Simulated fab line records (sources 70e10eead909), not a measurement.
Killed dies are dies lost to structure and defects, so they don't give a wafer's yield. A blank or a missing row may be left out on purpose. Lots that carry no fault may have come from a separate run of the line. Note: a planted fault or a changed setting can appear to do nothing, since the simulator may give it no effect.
Problem report in the 8D (eight disciplines) form, filled by code    flow nand_harc    the parts of the form that need people (team, actions taken, sign-off) are left out

1. THE PROBLEM
At NHARC_A_ONON_D2_THK_MEAS_30, thk_nm averages 562 nm over 4 wafers from 2 lots, while fault-free wafers read 1001 nm, standard deviation 13. Relative to the usual mean, that is a shift of -34 standard deviations.
The step: measures by ellipsometry.
Seen first at day 15 10:31 on film_metro-02, wafer L977.3. The record holds 36 wafers of 12 lots with a number at this step. By rule, "out" or "out of limits" means more than 4 standard deviations away from the usual mean. The other wafers with a number count as sound.

2. WHAT THIS IS AND IS NOT
question                     is                              is not
which readings at this step  thk_nm                          -
which lots                   L977, L979                      L972, L974, L975, L986, L987, L988, L990, L991, L992, L993
which wafers of those lots   L977.3, L977.4, L979.2, L979.3  L977.1, L979.6
read on which gauges         film_metro-01, film_metro-02    -
when                         from day 15 10:31               up to then (10 sound wafers); but 22 sound wafers of L979, L986, L987, L988, L990, L991, L992, L993 came after

3. WHAT RULES OUT EACH SUSPECT
Counting: any tool at a process step up to the reading remains a suspect provided it ran every lot that is out. Sound lots after the first of them don't rule it out here, since some wafers of a struck lot are sound.
- ruled out: the gauge at NHARC_A_ONON_D2_THK_MEAS_30. The wafers that are out were read on 2 gauges (film_metro-01, film_metro-02).
- rie_si-03 at NHARC_A_DECK1_JOINT_ETCHBACK_00 (etches the open film in HBr, target depth 30 nm, time 17.4 s): kept. Ran every lot that is out, first one L977 (day 13 17:16); last sound lot up to then L974 (day 12 08:31).
- pecvd_onon-03 at NHARC_A_ONON_D2_DEP_28 (target thk 1000 nm): kept. Ran every lot that is out, first one L977 (day 15 09:59); last sound lot up to then L975 (day 14 15:35).
What counting leaves: rie_si-03 at NHARC_A_DECK1_JOINT_ETCHBACK_00 and pecvd_onon-03 at NHARC_A_ONON_D2_DEP_28.

4. THE CAUSE (what the simulator had put in)
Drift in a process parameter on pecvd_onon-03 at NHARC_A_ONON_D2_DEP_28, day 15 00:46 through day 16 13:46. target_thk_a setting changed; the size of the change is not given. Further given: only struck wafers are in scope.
2 suspects survive the count, and this tool is in that group.

5. THE EFFECT CHAIN, in route order
Each row: a reading where the mean over the struck wafers with a number is more than 3 standard deviations away from the usual. Scope: only readings with a usual standard deviation given in the record; hours: median across lots of the time from each lot's start at the first step in this table that gives one to its start at this step; sigmas: change in usual standard deviations.
hours  step                         reading          usual    on struck wafers  change  sigmas
0      NHARC_A_ONON_D2_THK_MEAS_30  thk_nm           1001 nm  562               -440    -34
283    NHARC_END_SORT_01            killed_at_array  58       672               +614    +28
283    NHARC_END_SORT_01            killed_dies      64       677               +613    +28

6. WHAT WOULD HAVE CAUGHT IT SOONER
In this record the first reading out of limits at a measuring or inspecting step was taken at day 15 10:31, 10 hours after the fault began at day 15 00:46.
Among the 2 lots that are out, L979 began NHARC_A_ONON_D2_DEP_28 on pecvd_onon-03 after day 15 10:31. Had the tool been put on hold then, it would have been spared.
